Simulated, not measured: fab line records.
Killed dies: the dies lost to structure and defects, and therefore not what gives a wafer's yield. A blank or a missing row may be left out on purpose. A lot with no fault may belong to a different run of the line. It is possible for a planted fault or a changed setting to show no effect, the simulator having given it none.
Code-filled problem report in 8D (eight disciplines) form | flow nand_harc | the parts of the form that need people (team, actions taken, sign-off) are left out

== 1. THE PROBLEM ==
At NHARC_END_SORT_01, killed_dies averages 560 over 2 wafers from 2 lots, while fault-free wafers read 33, standard deviation 13. Relative to the usual mean, that is a shift of +41 standard deviations.
First seen on wafer L119.5, day 21 01:48, on prober-01. Wafers with a number at this step in the record: 6, from 2 lots. By rule, "out" or "out of limits" means more than 4 standard deviations away from the usual mean. The other wafers with a number count as sound.

== 2. WHAT IT IS, WHAT IT ISN'T ==
question                    | is                           | is not
which readings at this step | killed_dies, killed_at_array | killed_at_other, killed_at_periphery, killed_short
which lots                  | L119, L121                   | -
which wafers of those lots  | L119.5, L121.5               | L119.1, L119.6, L121.1, L121.6
read on which gauges        | prober-01, prober-02         | -
when                        | from day 21 01:48            | up to then (1 sound wafer); but 3 sound wafers of L119, L121 came after

== 3. WHAT RULES OUT EACH SUSPECT ==
Counting: if a tool at a process step up to the reading ran every lot that is out, it stays a suspect. Sound lots after the first of them don't rule it out here, since some wafers of a struck lot are sound.
- the gauge at NHARC_END_SORT_01: ruled out. 2 gauges (prober-01, prober-02) read the wafers that are out.
- rie_diel-11 at NHARC_A_CONTACT_ETCH_76 (etches the open film in N2/H2, target depth 260 nm, time 475.3 s): kept. It ran every lot that is out, first L119 (day 18 07:48). Its own run_length_s readings are out on those wafers.
- rie_diel-11 at NHARC_A_CONTACT_ETCH_77 (etches the open film in CF4/CHF3, target depth 72.6 nm, time 36.3 s): kept. It ran every lot that is out, first L119 (day 20 22:35). NHARC_A_CONTACT_ETCH_77: start missing for some lots; hours and lot order therefore follow NHARC_END_SORT_01.
- rie_diel-11 at NHARC_A_CONTACT_ETCH_78 (etches the open film in O2/COS, target depth 2800 nm, time 728 s): kept. It ran every lot that is out, first L119 (day 20 22:35). NHARC_A_CONTACT_ETCH_78: start missing for some lots; hours and lot order therefore follow NHARC_END_SORT_01.
rie_diel-11 at NHARC_A_CONTACT_ETCH_76, rie_diel-11 at NHARC_A_CONTACT_ETCH_77 and rie_diel-11 at NHARC_A_CONTACT_ETCH_78 are what is left after counting.

== 4. THE CAUSE (what the simulator had put in) ==
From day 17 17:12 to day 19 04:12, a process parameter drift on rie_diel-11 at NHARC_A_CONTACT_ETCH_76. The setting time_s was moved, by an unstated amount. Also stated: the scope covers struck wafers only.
This tool is one of the 3 suspects left after counting.

== 5. THE CHAIN OF EFFECTS, in route order ==
One row per reading whose mean, taken over the struck wafers that have a number, lies over 3 standard deviations from the usual. Only readings whose record carries a usual standard deviation are examined. hours: median over the lots of the time between each lot's start at the first step of this table that gives one and its start at this step. sigmas: the change, counted in usual standard deviations.
hours | step                    | reading         | usual   | on struck wafers | change | sigmas
0     | NHARC_A_CONTACT_ETCH_76 | run_length_s    | 496.7 s | 367.1            | -129.6 | -99 or more
69    | NHARC_END_SORT_01       | killed_at_array | 29      | 555              | +526   | +40
69    | NHARC_END_SORT_01       | killed_dies     | 33      | 560              | +527   | +41
It contains these process steps:
- NHARC_A_CONTACT_ETCH_76: etches the open film in N2/H2, target depth 260 nm, time 475.3 s.

== 6. HOW IT WOULD HAVE BEEN CAUGHT EARLIER ==
The first out-of-limits reading at a measuring or inspecting step in this record came at day 21 01:48, 81 hours after the fault's start at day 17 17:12.
At NHARC_A_CONTACT_ETCH_76, the tool's own readings (run_length_s) were out on each struck wafer the step has a row for, so an alarm limit on them would have fired on the first such wafer.
By day 21 01:48 the whole set of lots that are out, 2 in number, had already begun NHARC_A_CONTACT_ETCH_76 on rie_diel-11. Holding the tool at that point would not have protected any of them.
